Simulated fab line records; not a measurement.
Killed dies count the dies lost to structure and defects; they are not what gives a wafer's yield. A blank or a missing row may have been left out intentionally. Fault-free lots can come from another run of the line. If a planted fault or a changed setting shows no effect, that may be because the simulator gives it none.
A lot that was struck, set against a sound lot / flow nandHarc / 36 out of 1302 route steps
Sound: wafers L800.1, L800.3, L800.5. Struck: wafers L801.3, L801.5. (L801.4 of the same lot was not struck and is left out.) The cause comes at the end.
Order at every step that has rows: each side's tool, ch and its chambers, its first start. Under that, the readings that differ: sound wafers / struck wafers / difference of the means / sigmas: that difference in standard deviations of wafers without a fault.
alike: words and numbers the same on both sides, and readings whose means are apart by under 2 such deviations; not compared: readings that were withheld, readings missing a value for some wafer, numbers with overlapping values and no deviation given by the record, and bounds like >300 which may hide the same value.
Wherever a step has rows on one side only, a row that says differs or no value, or a row with sigmas, the two part there. When numbers do not overlap yet have no deviation, they are printed without sigmas and do not part them. A reading that every wafer of one side lacks parts them only if that side has two wafers or more.

first, 10 steps without rows for these wafers: NHARC_A_CHANNEL_HOLE_D2_DEP_00 (deposits aC, target thk 3100 nm); NHARC_A_CHANNEL_HOLE_D2_DEP_01 (deposits SiON, target thk 140 nm); NHARC_A_CHANNEL_HOLE_D2_DEHYDRATE_02 (time 120 s); NHARC_A_CHANNEL_HOLE_D2_HMDS_03 (time 30 s); NHARC_A_CHANNEL_HOLE_D2_COAT_36 (time 75 s); NHARC_A_CHANNEL_HOLE_D2_COAT_37 (time 65 s); NHARC_A_CHANNEL_HOLE_D2_COAT_04 (resist thk 90 nm); NHARC_A_CHANNEL_HOLE_D2_SOFTBAKE_05 (time 55 s); NHARC_A_CHANNEL_HOLE_D2_EBR_06; NHARC_A_CHANNEL_HOLE_D2_EXPOSE_07 (exposes mask HOLE D2, target cd 100 nm).
NHARC_A_CHANNEL_HOLE_D2_PEB_08: peb time 65 s.
  sound on lithoTrack-04 ch 0, day 18 04:48; struck on lithoTrack-04 ch 0, day 18 11:00
  alike: chillPlateTempC, heaterPowerTotalW
then, 1 step without rows for these wafers: NHARC_A_CHANNEL_HOLE_D2_DEVELOP_09 (develop time 35 s).
NHARC_A_CHANNEL_HOLE_D2_CD_MEAS_10 targets a cd of 100 nm.
  sound on cdSem-02 ch 0, day 18 04:53; struck on cdSem-03 ch 0, day 18 11:05
reading=cdNm (nm); sound=99.9 101.0 99.8; struck=105.5 105.9; difference=+5.5; sigmas=+9
NHARC_A_CHANNEL_HOLE_D2_DESCUM_15: chemistry O2, time 3 s.
  sound on rieDiel-04 ch 0,3, day 18 05:04; struck on rieDiel-12 ch 1,3, day 18 11:17
reading=model.A_CHANNEL_HOLE_D2.cdNm (nm); sound=99.68 100.6 99.6; struck=106.4 106.5; difference=+6.5; sigmas=
  alike: drypumpMotorCurrentA, oesProductAu, rfVppV, showerheadPlenumPTorr, throttleValvePct
  not compared: rfHoursCounterH
then, 16 steps without rows for these wafers: NHARC_A_CHANNEL_HOLE_D2_ETCH_38 (etches the open film in CF4, target depth 39 nm, time 65 s); NHARC_A_CHANNEL_HOLE_D2_ETCH_39 (etches the open film in N2/H2, target depth 260 nm, time 325 s); NHARC_A_CHANNEL_HOLE_D2_ETCH_34 (etches the open film in CF4/CHF3, target depth 154 nm, time 77 s); NHARC_A_CHANNEL_HOLE_D2_ETCH_16 (etches the open film in O2/COS, target depth 3100 nm, time 806 s); NHARC_A_CHANNEL_HOLE_D2_ETCH_19 (etches the open film in C4F8/O2/Ar, time 34.5 s); NHARC_A_CHANNEL_HOLE_D2_ETCH_20 (etches the open film in C4F8/O2/Ar, time 361.9 s, target depth 1600 nm); NHARC_A_CHANNEL_HOLE_D2_ETCH_21 (etches the open film in C4F8/O2/Ar, time 514.3 s, target depth 1600 nm); NHARC_A_CHANNEL_HOLE_D2_ETCH_22 (etches the open film in C4F8/O2/Ar, time 666.7 s, target depth 1600 nm); NHARC_A_CHANNEL_HOLE_D2_ETCH_23 (etches the open film in C4F8/O2/Ar, time 819 s, target depth 1600 nm); NHARC_A_CHANNEL_HOLE_D2_ETCH_24 (etches the open film in C4F8/O2/Ar, time 906.2 s, target depth 1500 nm); NHARC_A_CHANNEL_HOLE_D2_ETCH_25 (etches the open film in C4F8/O2/Ar, time 1040.2 s, target depth 1500 nm); NHARC_A_CHANNEL_HOLE_D2_ETCH_26 (etches the open film in C4F8/O2/Ar, time 224.1 s, target depth 300 nm); NHARC_A_CHANNEL_HOLE_D2_ETCH_27 (etches the open film in C4F8/O2/Ar, time 90 s, target depth 400 nm); NHARC_A_CHANNEL_HOLE_D2_STRIP_41 (strips in N2/H2); NHARC_A_CHANNEL_HOLE_D2_STRIP_42 (strips in CF4/CHF3); NHARC_A_CHANNEL_HOLE_D2_STRIP_43 (strips in O2/COS).
NHARC_A_CHANNEL_HOLE_D2_ETCH_44: etches the open film in CF4/O2, target depth 140 nm, overetch 14 nm, time 77 s.
  sound on rieDiel-11 ch 0,1, day 18 10:59; struck on rieDiel-11 ch 0,1, day 18 17:11
reading=model.A_CHANNEL_HOLE_D2.cdNm (nm); sound=92.02 93.01 92.72; struck=97.34 96.49; difference=+4.33; sigmas=
  alike: cf4FlowSccm, drypumpMotorCurrentA, oesProductAu, rfVppV, showerheadPlenumPTorr, throttleValvePct
  not compared: rfHoursCounterH
then, 3 steps without rows for these wafers: NHARC_A_CHANNEL_HOLE_D2_STRIP_28 (strips in O2); NHARC_A_CHANNEL_HOLE_D2_PRECLEAN_29 (cleans in SC1); NHARC_A_CHANNEL_HOLE_D2_SRD_30.
NHARC_A_CHANNEL_HOLE_D2_CD_MEAS_31:
  struck on cdSem-01, day 18 17:58; sound on cdSem-01, day 18 11:47
reading=cdNm (nm); sound=92.8 93.0 92.9; struck=98.3 96.3; difference=+4.4; sigmas=+2
NHARC_A_CHANNEL_HOLE_D2_XSEM_32:
  sound on xsem-02 ch 0, day 18 11:52; struck on xsem-01 ch 0, day 18 18:04
reading=botCdNm (nm); sound=76.5 76.9 76.1; struck=83.4 80.8; difference=+5.6; sigmas=+3
  alike: bowNm, tiltDeg

## WHERE THEY PART
Earliest at NHARC_A_CHANNEL_HOLE_D2_CD_MEAS_10; latest, in this record, at NHARC_A_CHANNEL_HOLE_D2_XSEM_32.

WHY: what had been put in by the simulator
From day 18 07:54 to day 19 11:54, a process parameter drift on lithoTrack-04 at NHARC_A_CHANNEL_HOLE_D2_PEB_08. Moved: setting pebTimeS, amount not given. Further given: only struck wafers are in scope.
